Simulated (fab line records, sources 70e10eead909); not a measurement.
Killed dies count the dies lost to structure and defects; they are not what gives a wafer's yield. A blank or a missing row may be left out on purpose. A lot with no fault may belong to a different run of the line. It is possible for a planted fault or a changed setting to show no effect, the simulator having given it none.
Chamber matching + flow nand_harc + pecvd-03 running NHARC_A_CONTACT_DEP_85: 3 sister chambers
The step deposits SiON, target thk 50 nm. 3 wafers are shown with their chamber, then 12 later ones without.

WAFERS WITH THEIR CHAMBER
| wafer  | chamber | heater_power_w (W) |
|--------|---------|--------------------|
| L083.6 | 1       | 698                |
| L086.4 | 0       | 671                |
| L086.5 | 2       | 729                |

WAFERS WITHOUT THEIR CHAMBER
| wafer  | heater_power_w (W) |
|--------|--------------------|
| L091.1 | 690                |
| L091.2 | 709                |
| L091.5 | 631                |
| L095.2 | 781                |
| L095.5 | 686                |
| L095.6 | 768                |
| L094.3 | 620                |
| L094.4 | 629                |
| L094.5 | 626                |
| L097.1 | 727                |
| L097.2 | 637                |
| L097.5 | 742                |

THE CHAMBER EACH PASSED THROUGH
| wafer  | from the rows above          | in truth |
|--------|------------------------------|----------|
| L091.1 | can't be placed: 1 or 0 or 2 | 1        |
| L091.2 | can't be placed: 1 or 2 or 0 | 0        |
| L091.5 | can't be placed: 0 or 1 or 2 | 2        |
| L095.2 | can't be placed: 2 or 1 or 0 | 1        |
| L095.5 | can't be placed: 1 or 0 or 2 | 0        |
| L095.6 | can't be placed: 2 or 1 or 0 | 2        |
| L094.3 | can't be placed: 0 or 1 or 2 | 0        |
| L094.4 | can't be placed: 0 or 1 or 2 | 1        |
| L094.5 | can't be placed: 0 or 1 or 2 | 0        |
| L097.1 | can't be placed: 2 or 1 or 0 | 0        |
| L097.2 | can't be placed: 0 or 1 or 2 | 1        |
| L097.5 | can't be placed: 2 or 1 or 0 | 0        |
0 of 12 placed correctly. These rows do not allow placing 12 (true chamber among the candidates in 12). 0 placed wrongly.
How it was worked out, from the rows above alone: a wafer's distance from a chamber is the root of the sum, over the readings, of the square of ((its reading less the chamber's mean) divided by the reading's scatter). The wafer belongs to the nearest chamber; if the next one is less than 2 further off, it can't be placed. A chamber's mean is the mean of its shown wafers. The scatter (one wafer shown for each chamber): square how far every hidden wafer sits from the nearest shown wafer, average those squares and take the square root.
